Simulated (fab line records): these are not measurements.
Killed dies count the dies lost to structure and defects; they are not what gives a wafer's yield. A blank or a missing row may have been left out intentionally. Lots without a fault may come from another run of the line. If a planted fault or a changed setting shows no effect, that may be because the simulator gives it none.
Struck lot and sound lot, side by side + flow nand_harc + 38 out of 1159 route steps
Sound: these wafers, L863.2, L863.4, L863.5. Struck: wafer L874.2 (left out: L874.1, L874.5 of the same lot, which were not struck); the cause appears at the end.
Per side, at each step with rows, come the tool, then ch with its chambers, and then its first start. Under that, the readings that differ: sound wafers + struck wafers + difference of the means + sigmas: that difference in standard deviations of wafers without a fault.
alike: words and numbers the same on both sides, and readings whose means are apart by under 2 such deviations; not compared: readings that were withheld, readings missing a value for some wafer, numbers with overlapping values and no deviation given by the record, and bounds like >300 which may hide the same value.
Wherever a step has rows on one side only, a row that says differs or no value, or a row with sigmas, the two part there. Numbers that don't overlap but have no deviation are shown without sigmas and don't part them. Lack of a reading on every wafer of one side parts them only where that side has two or more wafers.

first, 5 steps without rows for these wafers: NHARC_A_STAIRCASE_ETCH_444 (etches the open film in C4F8/O2, target depth 10200 nm, time 3400 s); NHARC_A_STAIRCASE_STRIP_446 (strips in O2); NHARC_A_STAIRCASE_STRIP_447 (strips in SPM, time 900 s); NHARC_A_STAIRCASE_PRECLEAN_448 (cleans in SC1); NHARC_A_STAIRCASE_SRD_449.
NHARC_A_STAIRCASE_CMP_450: polishes SiO2, target thk 200 nm.
  sound on cmp-03 ch 1,3, day 13 20:10; struck on cmp-03 ch 3, day 16 19:19
  alike: motor_current_A
then, 4 steps without rows for these wafers: NHARC_A_STAIRCASE_CMP_152 (polishes); NHARC_A_STAIRCASE_SRD_154; NHARC_A_STAIRCASE_ETCH_403 (etches SiO2 in dHF, target depth 108.2 nm); NHARC_A_STAIRCASE_ETCHBACK_422 (etches the open film in CH3F/O2, target depth 40 nm, time 74.286 s).
NHARC_A_STAIRCASE_ETCH_423: etches SiO2 in dHF, target depth 30 nm.
  sound on wet_bench-05 ch 2,3,7, day 13 20:53; struck on wet_bench-04 ch 0,6,7, day 16 20:01
then, 16 steps without rows for these wafers: NHARC_A_STAIRCASE_ETCHBACK_157 (etches the open film in CH3F/O2, target depth 90 nm, time 167.14 s); NHARC_A_STAIRCASE_STRIP_475 (strips in O2, time 20 s); NHARC_A_STAIRCASE_DEP_471 (deposits SiO2, target thk 100 nm); NHARC_A_STAIRCASE_CMP_472 (polishes SiO2); NHARC_A_STAIRCASE_SRD_474; NHARC_A_SGD_CUT_DEP_00 (deposits SiNx, target thk 50 nm); NHARC_A_SGD_CUT_DEHYDRATE_01 (time 120 s); NHARC_A_SGD_CUT_HMDS_02 (time 30 s); NHARC_A_SGD_CUT_COAT_56 (time 75 s); NHARC_A_SGD_CUT_COAT_57 (time 65 s); NHARC_A_SGD_CUT_COAT_03 (resist thk 90 nm); NHARC_A_SGD_CUT_SOFTBAKE_04 (time 55 s); NHARC_A_SGD_CUT_EBR_05; NHARC_A_SGD_CUT_EXPOSE_06 (exposes mask SGD); NHARC_A_SGD_CUT_PEB_07 (peb time 65 s); NHARC_A_SGD_CUT_DEVELOP_08 (develop time 35 s).
NHARC_A_SGD_CUT_CD_MEAS_09 targets a cd of 100 nm.
  sound on cd_sem-02 ch 0, day 14 00:38; struck on cd_sem-02 ch 0, day 16 22:04
  alike: cd_nm
NHARC_A_SGD_CUT_OVL_MEAS_10:
  struck on overlay-02, day 16 22:09; sound on overlay-02, day 14 00:43
| reading           | sound          | struck | difference | sigmas |
|-------------------|----------------|--------|------------|--------|
| overlay_y_nm (nm) | -1.1 -1.3 -0.5 | 0.2    | +1.2       | +2     |
  alike: overlay_x_nm
NHARC_A_SGD_CUT_DESCUM_14: chemistry O2, time 3 s.
  sound on rie_diel-08 ch 0,2,3, day 14 00:51; struck on rie_diel-04 ch 2, day 16 22:16
  alike: chamber_pressure_mTorr, drypump_motor_current_A, oes_product_au, rf_vpp_V, showerhead_plenum_p_Torr, throttle_valve_pct
  not compared: rf_hours_counter_h
NHARC_A_SGD_CUT_ETCH_58: etches the open film in CF4, target depth 39 nm, time 65 s.
  sound on rie_diel-08 ch 0,1,3, day 14 00:56; struck on rie_diel-04 ch 1, day 16 22:20
  alike: chamber_pressure_mTorr, drypump_motor_current_A, oes_product_au, rf_vpp_V, showerhead_plenum_p_Torr, throttle_valve_pct
  not compared: rf_hours_counter_h
then, 2 steps without rows for these wafers: NHARC_A_SGD_CUT_ETCH_59 (etches the open film in N2/H2, target depth 260 nm, time 406.25 s); NHARC_A_SGD_CUT_ETCH_15 (etches the open film in CH3F/O2, target depth 75 nm, time 64.3 s).
NHARC_A_SGD_CUT_ETCH_16: etches the open film in C4F8/O2/Ar, target depth 310.5 nm, time 155.2 s.
  sound: rie_diel-08 ch 0,1; struck: rie_diel-04 ch 3
  alike: chamber_pressure_mTorr, oes_product_au, rf_vpp_V
  not compared: rf_hours_counter_h
then, 1 step without rows for these wafers: NHARC_A_SGD_CUT_STRIP_60 (strips in C4F8/O2/Ar).
NHARC_A_SGD_CUT_STRIP_17: strips in O2.
  sound: rie_diel-08 ch 0,1,3; struck: rie_diel-04 ch 2
  alike: chamber_pressure_mTorr, drypump_motor_current_A, oes_product_au, rf_vpp_V, showerhead_plenum_p_Torr, throttle_valve_pct
  not compared: rf_hours_counter_h
then, 1 step without rows for these wafers: NHARC_A_SGD_CUT_PRECLEAN_18 (cleans in SC1).
-- record jumps: 8 days between struck wafers' starts before vs after; left off in module A_SGD_CUT, resumes in module END, first step shown is number 1159 of the route --
NHARC_END_SORT_01:
  sound on prober-02 ch 0, day 19 18:01; struck on prober-02 ch 0, day 25 03:49
| reading         | sound    | struck | difference | sigmas |
|-----------------|----------|--------|------------|--------|
| killed_at_array | 36 34 28 | 119    | +86        | +7     |
| killed_dies     | 40 38 32 | 122    | +85        | +7     |
  alike: killed_at_other, killed_at_periphery, killed_open, killed_short

## WHERE THEY PART
Last at NHARC_END_SORT_01 as far as this record goes, first at NHARC_A_SGD_CUT_OVL_MEAS_10.

WHY: whatever the simulator had introduced
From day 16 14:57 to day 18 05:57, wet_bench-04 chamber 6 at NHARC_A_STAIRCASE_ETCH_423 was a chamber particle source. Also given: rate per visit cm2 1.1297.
